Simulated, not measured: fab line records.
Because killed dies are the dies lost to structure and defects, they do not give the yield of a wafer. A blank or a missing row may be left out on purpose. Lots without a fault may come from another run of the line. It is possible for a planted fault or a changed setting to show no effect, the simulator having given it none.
fab line records	flow nand-harc
record lots=7	wafers=21	last-day=32
route steps=1302 shown A_CHANNEL_FILL_D1@501 END@1302
lots with no fault: from the same line, run without faults
start-h: hours from the record's first day to the start of the lot's first wafer shown	wait-h: how many hours have passed since the lot's step before this one	" as in the row above	L1.1+2: several wafers, shown together as one row	- no value, or no start given	* or withheld: withheld	< > ~ a bound
route shown NAME@n: a module of which the file shows steps, and the number in the route of the first	usual: mean/standard deviation taken from wafers without a fault	same: alike in all rows	chamber/n: place in a boat	sites: readings site by site	_std_site: their standard deviation	_edge_site: mean of outer sites minus mean of inner sites	radius-mm: how far each site lies from the wafer's centre	mask NAME#n: copy n	behind: tool/chamber where the wafer was last shaped	hold: what put the lot on hold/how long, in hours/how the hold closed	device: the n, p or np transistor that did not switch	end of line: the same wafers' tests at the end of the route	step lacking rows: just its recipe	killed: dies lost to structure and defects at the first sort, not the wafer's yield	map: the dies of a wafer, with x for killed, . for not killed, _ for no die there
set.NAME: setting as actually run; set.NAME@STEP: the setting as run at that earlier step	model.NAME: the simulator's own value behind a step, which no gauge read
certain route steps with their lots: each step a table, each wafer a row
services: when a tool's chamber went out of use (start-h, in hours from the record's first day, below 0 if earlier), for how many hours, and the reason
## steps
# step NHARC_A_CHANNEL_FILL_D1_STRIP_28
# recipe time-s=20	o2-flow-sccm=500	ar-flow-sccm=0	bias-w=0	chemistry=O2
# usual drypump-motor-current-A=5.7/0.52	o2-flow-sccm=499.8/1.6	oes-product-au=1.002/0.01	rf-vpp-V=57.7/0.99	showerhead-plenum-p-Torr=3.50/0.18	throttle-valve-pct=17.036/0.0097
lot.wafer	tool	chamber	start-h	wait-h	drypump-motor-current-A	o2-flow-sccm	oes-product-au	rf-hours-counter-h	rf-vpp-V	showerhead-plenum-p-Torr	throttle-valve-pct
L111.3	rie-diel-09	0	258.26	0.1	5.6	497.6	1.009	4.3	57.4	3.70	17.033
L111.4	"	1	"	"	5.4	496.7	0.984	4.7	57.1	3.55	17.026
L111.1	"	3	"	"	6.2	499.4	0.997	4.4	58.1	3.60	17.036
L112.1	rie-diel-08	0	272.19	0.1	5.1	503.0	1.008	3.8	56.5	3.33	17.028
L112.2	"	1	"	"	6.0	501.7	1.010	3.6	57.8	3.79	17.037
L112.6	"	3	"	"	6.7	498.8	1.019	-	56.9	3.31	17.033
L113.4	rie-diel-13	1	291.34	0.1	5.7	500.1	1.012	6.5	56.6	3.30	17.023
L113.1	"	0	"	"	6.2	501.7	1.020	6.1	58.7	3.78	17.048
L113.6	"	2	"	"	5.0	499.7	1.002	-	57.4	3.38	17.027
L115.1	rie-diel-08	3	300.08	0.1	6.7	501.0	1.013	5.1	56.8	3.31	17.031
L115.3	"	0	"	"	5.1	502.2	1.004	4.8	56.7	3.33	17.040
L115.4	"	1	"	"	6.0	498.2	1.005	4.5	58.8	3.79	17.026
L123.2	rie-diel-13	1	376.51	0.1	5.6	497.2	0.989	1.6	57.6	3.30	17.034
L123.5	"	1	"	"	5.6	500.1	0.982	-	57.6	3.30	17.044
L123.6	"	2	"	"	5.0	500.7	0.987	-	58.1	3.38	17.042
L127.3	rie-diel-13	0	409.37	0.1	6.2	501.8	0.992	3.5	57.8	3.78	17.049
L127.2	"	3	"	"	5.4	499.1	1.013	3.1	55.5	3.44	17.054
L127.6	"	1	"	"	5.7	499.7	0.982	-	58.3	3.30	17.026
L129.4	rie-diel-13	3	435.82	0.1	5.4	499.3	1.004	5.0	56.5	3.44	17.032
L129.2	"	0	"	"	6.2	498.8	1.006	5.3	58.0	3.78	17.039
L129.3	"	1	"	"	5.6	500.0	0.994	4.9	55.1	3.30	17.021
# step NHARC_A_CHANNEL_FILL_D1_PRECLEAN_21
# recipe time-s=30	chemistry=dHF
# step NHARC_A_CHANNEL_FILL_D1_SRD_23
# step NHARC_A_CHANNEL_FILL_D1_CVD_05
# recipe target-thk-a=50	temp-c=550	material=poly-Si
# step NHARC_A_CHANNEL_FILL_D1_ANNEAL_22
# recipe temp-c=620	time-s=7200
# step NHARC_A_CHANNEL_FILL_D1_ALD_25
# recipe target-thk-a=600	pulse-time-s=10	ald-cycles=600	temp-c=300	material=SiOx
# usual heater-power-w=475/35	precursor-pulse-height-rel=1.000/0.02
# same pulse-time-s=10
lot.wafer	tool	chamber	start-h	wait-h	heater-power-w	precursor-pulse-height-rel
L111.1	ald-hk-04	1	270.01	0.1	455	0.959
L111.4	"	2	"	"	431	0.984
L111.3	"	0	271.89	1.9	434	1.003
L112.2	ald-hk-04	1	283.98	0.1	472	0.989
L112.1	"	2	"	"	437	1.032
L112.6	"	2	287.10	3.2	430	0.996
L113.1	ald-hk-02	3	303.00	0.1	499	1.019
L113.4	"	1	305.44	2.5	478	1.005
L113.6	"	3	307.89	4.9	513	0.960
L115.4	ald-hk-01	0	312.39	0.3	469	0.956
L115.1	"	2	313.63	1.6	471	1.001
L115.3	"	3	"	"	476	1.011
L123.2	ald-hk-04	2	388.89	0.7	430	1.017
L123.6	"	1	390.77	2.6	469	1.025
L123.5	"	2	"	"	420	0.977
L127.3	ald-hk-04	3	422.88	0.1	513	1.025
L127.2	"	1	424.10	1.3	472	1.003
L127.6	"	0	425.94	3.1	453	1.019
L129.2	ald-hk-02	0	447.54	0.1	439	1.036
L129.3	"	1	"	"	478	0.998
L129.4	"	3	449.39	1.9	511	0.998
# step NHARC_A_CHANNEL_FILL_D1_ETCHBACK_08
# recipe target-depth-a=2200	time-s=110	c4f8-flow-sccm=20	ar-flow-sccm=withheld	rf-w=600	bias-w=300	chemistry=C4F8
# usual oes-product-au=0.96/0.037	rf-vpp-V=441/3.6
lot.wafer	tool	chamber	start-h	wait-h	oes-product-au	rf-hours-counter-h	rf-vpp-V
L111.4	rie-diel-08	2	-	-	0.93	3.7	444
L111.3	"	3	"	"	0.93	4.1	437
L111.1	"	0	"	"	0.93	3.8	437
L112.1	rie-diel-08	1	-	-	0.93	4.1	446
L112.2	"	0	"	"	0.94	4.5	436
L112.6	"	2	"	"	0.93	-	441
L113.1	rie-diel-08	0	-	-	1.01	5.0	436
L113.4	"	1	"	"	1.01	4.7	444
L113.6	"	3	"	"	1.00	-	437
L115.1	rie-diel-13	0	-	-	0.93	7.4	445
L115.3	"	1	"	"	0.92	7.9	438
L115.4	"	3	"	"	0.94	9.2	441
L123.2	rie-diel-08	0	-	-	1.00	0.3	437
L123.5	"	2	"	"	0.99	-	442
L123.6	"	3	"	"	1.00	-	436
L127.2	rie-diel-09	3	-	-	0.92	5.8	442
L127.3	"	1	"	"	0.92	5.9	440
L127.6	"	2	"	"	0.91	-	445
L129.2	rie-diel-08	3	-	-	1.00	3.5	438
L129.4	"	0	"	"	1.00	3.9	437
L129.3	"	1	"	"	0.99	4.5	445
# step NHARC_A_CHANNEL_FILL_D1_STRIP_29
# recipe time-s=20	o2-flow-sccm=500	ar-flow-sccm=0	bias-w=0	chemistry=O2
# usual drypump-motor-current-A=5.8/0.54	o2-flow-sccm=500.0/1.6	oes-product-au=1.003/0.011	rf-vpp-V=57.6/0.98	showerhead-plenum-p-Torr=3.52/0.19	throttle-valve-pct=17.037/0.0097
lot.wafer	tool	chamber	start-h	wait-h	drypump-motor-current-A	o2-flow-sccm	oes-product-au	rf-hours-counter-h	rf-vpp-V	showerhead-plenum-p-Torr	throttle-valve-pct
L111.3	rie-diel-08	2	-	-	6.0	502.7	1.007	3.8	56.0	3.64	17.028
L111.4	"	3	"	"	6.7	500.1	1.025	4.1	57.1	3.31	17.044
L111.1	"	1	"	"	6.0	500.6	0.996	3.7	57.9	3.79	17.035
L112.2	rie-diel-08	0	-	-	5.1	495.4	1.007	4.5	56.2	3.33	17.035
L112.1	"	1	"	"	6.0	501.0	1.012	4.2	58.0	3.79	17.041
L112.6	"	1	"	"	6.0	501.0	1.003	-	57.8	3.79	17.049
L113.4	rie-diel-08	2	-	-	6.0	499.8	1.012	4.9	58.5	3.64	17.035
L113.1	"	3	"	"	6.7	499.5	1.012	5.3	58.1	3.31	17.045
L113.6	"	1	"	"	6.0	499.6	1.001	-	58.0	3.79	17.032
L115.1	rie-diel-13	3	-	-	5.4	499.5	1.014	9.2	58.4	3.44	17.050
L115.4	"	0	"	"	6.2	501.9	1.005	7.5	58.2	3.78	17.027
L115.3	"	1	"	"	5.6	499.3	1.007	7.9	58.1	3.30	17.030
L123.2	rie-diel-08	0	-	-	5.1	500.8	1.006	0.4	58.3	3.33	17.035
L123.5	"	2	"	"	6.0	500.7	0.982	-	57.6	3.64	17.042
L123.6	"	3	"	"	6.7	499.0	1.011	-	56.9	3.31	17.045
L127.2	rie-diel-09	0	-	-	5.6	500.9	1.016	6.2	59.0	3.69	17.048
L127.3	"	2	"	"	5.3	500.6	0.973	5.6	59.0	3.68	17.033
L127.6	"	3	"	"	6.1	500.9	0.993	-	56.9	3.60	17.042
L129.2	rie-diel-08	0	-	-	5.1	501.8	1.021	4.0	57.2	3.33	17.041
L129.4	"	1	"	"	6.0	502.5	0.999	4.5	58.2	3.78	17.026
L129.3	"	2	"	"	6.0	498.7	1.003	3.5	56.6	3.64	17.039
# step NHARC_A_CHANNEL_FILL_D1_PRECLEAN_30
# recipe time-s=30	chemistry=dHF
# step NHARC_A_CHANNEL_FILL_D1_SRD_31
# step NHARC_A_CHANNEL_FILL_D1_CVD_09
# recipe target-thk-a=1500	temp-c=620	pressure-mtorr=200	time-s=3000	material=poly-Si
# step NHARC_A_CHANNEL_FILL_D1_CMP_10
# recipe target-thk-nm=150
# usual motor-current-A=11.3/1.2	pad-life-wafers=176/100	time-to-endpoint-s=15.0/2.2
lot.wafer	tool	chamber	start-h	wait-h	motor-current-A	pad-life-wafers	time-to-endpoint-s
L111.4	cmp-02	1	281.54	0.4	12.4	108	16.3
L111.1	"	2	"	"	11.1	109	13.6
L111.3	"	3	"	"	10.0	110	17.4
L112.2	cmp-02	0	295.37	0.4	11.6	162	15.6
L112.1	"	2	"	"	11.6	164	27.4
L112.6	"	0	"	"	12.4	-	17.7
L113.1	cmp-02	0	318.00	0.4	11.5	242	12.3
L113.4	"	1	"	"	11.8	243	9.8
L113.6	"	2	"	"	12.4	-	25.6
L115.3	cmp-02	1	323.79	0.4	12.1	271	12.4
L115.4	"	2	"	"	11.3	272	26.6
L115.1	"	3	"	"	9.7	273	14.5
L123.2	cmp-04	2	399.75	0.4	9.9	333	14.6
L123.5	"	3	"	"	10.0	-	13.0
L123.6	"	0	"	"	12.1	-	13.3
L127.3	cmp-02	2	434.12	0.4	11.8	312	14.2
L127.2	"	3	"	"	9.5	313	14.6
L127.6	"	2	"	"	11.8	-	13.2
L129.4	cmp-02	0	458.88	0.4	11.7	54	14.8
L129.3	"	2	"	"	11.5	56	13.2
L129.2	"	3	"	"	9.8	57	15.5
# step NHARC_END_SORT_01
# recipe temp-c=25
# usual killed-at-array=58/17	killed-at-other=1.0/1.4	killed-at-periphery=3.6/2.4	killed-dies=62/17	killed-open=3.4/2	killed-short=2.2/1.6
# same gross-dies=677
lot.wafer	tool	chamber	start-h	wait-h	killed-at-array	killed-at-other	killed-at-periphery	killed-dies	killed-open	killed-short
L115.1	prober-02	0	665.18	2.5	52	0	2	54	2	3
L115.3	prober-02	0	666.79	3.1	59	2	1	62	4	2
L115.4	prober-02	0	667.60	3.4	62	0	2	64	3	4
L127.2	prober-02	0	756.33	2.8	57	2	3	62	1	0
L127.3	prober-02	0	757.13	3.1	64	1	3	68	3	1
L127.6	prober-02	0	759.53	4.0	57	0	4	61	5	4
# killed by level:class
L115.1 A_CHANNEL_HOLE_D1:chamber-film-flake=26 A_CHANNEL_HOLE_D2:chamber-film-flake=12 A_STAIRCASE:chamber-film-flake=4 A_SLIT:chamber-film-flake=3 A_CONTACT:chamber-film-flake=3 P_GATE:geometric-particle:open=1 P_M0:geometric-particle:open=1 A_ONON_D1:geometric-particle:short=1
L115.3 A_CHANNEL_HOLE_D1:chamber-film-flake=25 A_CHANNEL_HOLE_D2:chamber-film-flake=16 A_STAIRCASE:chamber-film-flake=5 A_SLIT:chamber-film-flake=2 A_DECK1_JOINT:chamber-film-flake=2 A_CHANNEL_FILL_D2:chamber-film-flake=2 P_CONTACT:geometric-particle:short=1 A_ONON_D1:geometric-particle:open=1
L115.4 A_CHANNEL_HOLE_D1:chamber-film-flake=32 A_CHANNEL_HOLE_D2:chamber-film-flake=16 A_STAIRCASE:chamber-film-flake=4 A_ONON_D1:geometric-particle:short=2 A_SLIT:chamber-film-flake=2 A_CONTACT:chamber-film-flake=2 P_CONTACT:geometric-particle:open=1 P_M0:geometric-particle:short=1
L127.2 A_CHANNEL_HOLE_D2:chamber-film-flake=29 A_CHANNEL_HOLE_D1:chamber-film-flake=11 A_CHANNEL_FILL_D1:chamber-film-flake=4 A_SLIT:chamber-film-flake=4 P_M2:chamber-film-flake=2 A_STAIRCASE:chamber-film-flake=2 A_CONTACT:chamber-film-flake=2 A_BLC:chamber-film-flake=2
L127.3 A_CHANNEL_HOLE_D2:chamber-film-flake=32 A_CHANNEL_HOLE_D1:chamber-film-flake=10 A_SLIT:chamber-film-flake=5 A_BONDPAD:chamber-film-flake=5 A_CONTACT:chamber-film-flake=4 A_CHANNEL_FILL_D1:geometric-particle:open=2 P_M2:chamber-film-flake=2 A_STAIRCASE:chamber-film-flake=2
L127.6 A_CHANNEL_HOLE_D2:chamber-film-flake=30 A_CHANNEL_HOLE_D1:chamber-film-flake=9 A_SLIT:chamber-film-flake=4 A_CHANNEL_FILL_D1:chamber-film-flake=3 A_WL_FILL:geometric-particle:short=2 A_WL_FILL:geometric-particle:open=2 P_M2:chamber-film-flake=2 A_CONTACT:chamber-film-flake=2
## services
tool	chamber	start-h	hours	kind
rie-diel-09	2	234.89	4.7	repair
cmp-02	-	242.74	4.0	pm
ald-hk-04	-	259.62	10.0	pm
rie-diel-13	0	266.45	15.9	repair
ald-hk-02	-	269.43	1.3	repair
rie-diel-09	2	281.81	2.0	repair
rie-diel-13	2	303.14	3.7	repair
rie-diel-08	-	305.45	0.1	repair
rie-diel-09	-	320.43	9.0	pm
rie-diel-13	0	328.72	4.0	repair
cmp-02	-	340.74	4.0	pm
rie-diel-13	-	342.00	9.0	pm
rie-diel-08	2	355.42	6.9	repair
rie-diel-08	-	367.80	9.0	pm
rie-diel-13	2	368.03	3.2	repair
rie-diel-08	-	389.76	1.9	repair
rie-diel-13	-	393.76	0.2	repair
rie-diel-08	2	432.16	10.2	repair
rie-diel-13	2	436.09	14.0	repair
ald-hk-04	-	437.62	10.0	pm
cmp-02	-	438.74	4.0	pm
rie-diel-09	-	444.47	0.6	repair
rie-diel-09	-	454.50	0.5	repair
rie-diel-13	3	456.83	1.7	repair
## key
first-sign step=NHARC_A_CHANNEL_FILL_D1_CMP_10	reading=time-to-endpoint-s	direction=up	sigmas=5.3	usual=*	struck=*
effect none on later readings
met-at NHARC_A_CHANNEL_FILL_D1_CMP_10
struck-wafers L112.1,L113.6,L115.4
tester-left-out L112,L113,L115
onset-between 281.54 295.37
fault kind=process-parameter-drift	tool=cmp-02	chamber=2	onset-h=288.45	steps=NHARC_A_CHANNEL_FILL_D1_CMP_10	channel=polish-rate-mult	offset=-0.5	shape=step	end-h=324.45
# tester-left-out: of these lots the tester's yield and bins aren't shown, on N5 and GAA mostly nor the transistor test; their killed dies are dies lost to structure and defects alone, not to doping, threshold or leakage, so they don't give the yield
